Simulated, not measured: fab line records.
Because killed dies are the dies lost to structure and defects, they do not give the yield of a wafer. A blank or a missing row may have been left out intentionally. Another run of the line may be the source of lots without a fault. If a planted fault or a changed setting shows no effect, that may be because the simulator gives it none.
Comparing a struck lot with a sound one | flow nand harc | 15 steps out of a route of 1159
Sound: these wafers, L443.1, L443.3, L443.4. Struck: wafer L456.6 (L456.1, L456.3, from the same lot, were not struck and are left out); the cause is given at the end.
Each step with rows lists, per side, the tool, then ch with its chambers, then its first start. Under that, the readings that differ: sound wafers | struck wafers | difference of the means | sigmas: that difference in standard deviations of wafers without a fault.
alike: readings whose means differ by less than 2 such deviations, and words and numbers that are the same on both sides. not compared: withheld readings, readings that some wafer has no value for, bounds like >300 that may hide the same value, and numbers for which the record gives no deviation and whose values overlap.
The two part at a step that has a row with sigmas, a row that says differs or no value, or rows on one side only. When numbers do not overlap yet have no deviation, they are printed without sigmas and do not part them. Lack of a reading on every wafer of one side parts them only where that side has two or more wafers.

first, 7 steps without rows for these wafers: NHARC_A_BONDPAD_COAT_33 (time 65 s); NHARC_A_BONDPAD_COAT_03 (resist thk 600 nm); NHARC_A_BONDPAD_SOFTBAKE_04 (time 70 s); NHARC_A_BONDPAD_EBR_05; NHARC_A_BONDPAD_EXPOSE_06 (exposes mask A BPAD); NHARC_A_BONDPAD_PEB_07 (peb time 80 s); NHARC_A_BONDPAD_DEVELOP_08 (time 50 s).
NHARC_A_BONDPAD_CD_MEAS_09 targets a cd of 500 nm.
  sound on cd sem-02 ch 0, day 18 05:54; struck on cd sem-02 ch 0, day 22 07:28
  reading    | sound             | struck | difference | sigmas
  cd nm (nm) | 501.4 497.8 497.5 | 502.2  | +3.3       | +2
NHARC_A_BONDPAD_OVL_MEAS_35:
  struck on overlay-02, day 22 07:33; sound on overlay-02, day 18 06:00
  alike: overlay x nm, overlay y nm
then, 1 step without rows for these wafers: NHARC_A_BONDPAD_HARDBAKE_10 (time 65 s).
NHARC_A_BONDPAD_DESCUM_11: chemistry O2, time 3 s.
  sound on rie diel-04 ch 0,1,3, day 18 06:08; struck on rie diel-07 ch 3, day 22 07:41
  alike: drypump motor current A, mfc ar sccm, oes product au, rf vpp V, showerhead plenum p Torr, throttle valve pct
  not compared: rf hours counter h
NHARC_A_BONDPAD_ETCH_34: etches the open film in N2/H2, target depth 60 nm, overetch 18 nm, time 65.91 s.
  sound on rie diel-04 ch 1,2,3, day 18 06:13; struck on rie diel-07 ch 2, day 22 08:14
  alike: drypump motor current A, mfc ar sccm, oes product au, rf fwd power W, rf vpp V, showerhead plenum p Torr, throttle valve pct
  not compared: rf hours counter h
NHARC_A_BONDPAD_ETCH_12: etches the open film in CHF3/O2, target depth 220 nm, time 110 s.
  sound on rie diel-04 ch 1,2,3, day 18 06:18; struck on rie diel-07 ch 0, day 22 08:19
  reading               | sound             | struck | difference | sigmas
  chf3 flow sccm (sccm) | 50.28 50.03 50.01 | 49.76  | -0.35      | -2
  oes product au (a.u.) | 0.944 0.925 0.932 | 1.149  | +0.215     | +10
  rf fwd power W (W)    | 495.9 495.2 496.2 | 698.2  | +202.4     | +96
  alike: drypump motor current A, mfc ar sccm, rf vpp V, showerhead plenum p Torr, throttle valve pct
  not compared: rf hours counter h
NHARC_A_BONDPAD_CD_MEAS_13:
  struck on cd sem-03, day 22 08:27; sound on cd sem-02, day 18 06:26
  reading    | sound             | struck | difference | sigmas
  cd nm (nm) | 500.2 496.5 497.0 | 502.8  | +4.9       | +3
NHARC_END_SORT_01:
  sound on prober-02 ch 0, day 20 00:38; struck on prober-02 ch 0, day 23 21:17
  reading                  | sound          | struck | difference | sigmas
  defect limited yield (%) | 96.5 96.8 97.9 | 93.8   | -3.3       | -2
  killed at array          | 21 15 11       | 37     | +21        | +2
  killed dies              | 24 22 14       | 42     | +22        | +2
  sort_bin_4_pct (%)       | 2.4 1.8 1.2    | 4.4    | +2.6       | +3
  sort n pass              | 653 655 663    | 635    | -22        | -2
  sort yield pct (%)       | 96.5 96.8 97.9 | 93.8   | -3.3       | -2
  alike: killed at other, killed at periphery, killed open, killed short, sort_bin_2_pct, sort_bin_3_pct, sort rim yield pct

WHERE THEY PART
Last at NHARC_END_SORT_01 as far as this record goes, first at NHARC_A_BONDPAD_CD_MEAS_09.

WHY: whatever the simulator had introduced
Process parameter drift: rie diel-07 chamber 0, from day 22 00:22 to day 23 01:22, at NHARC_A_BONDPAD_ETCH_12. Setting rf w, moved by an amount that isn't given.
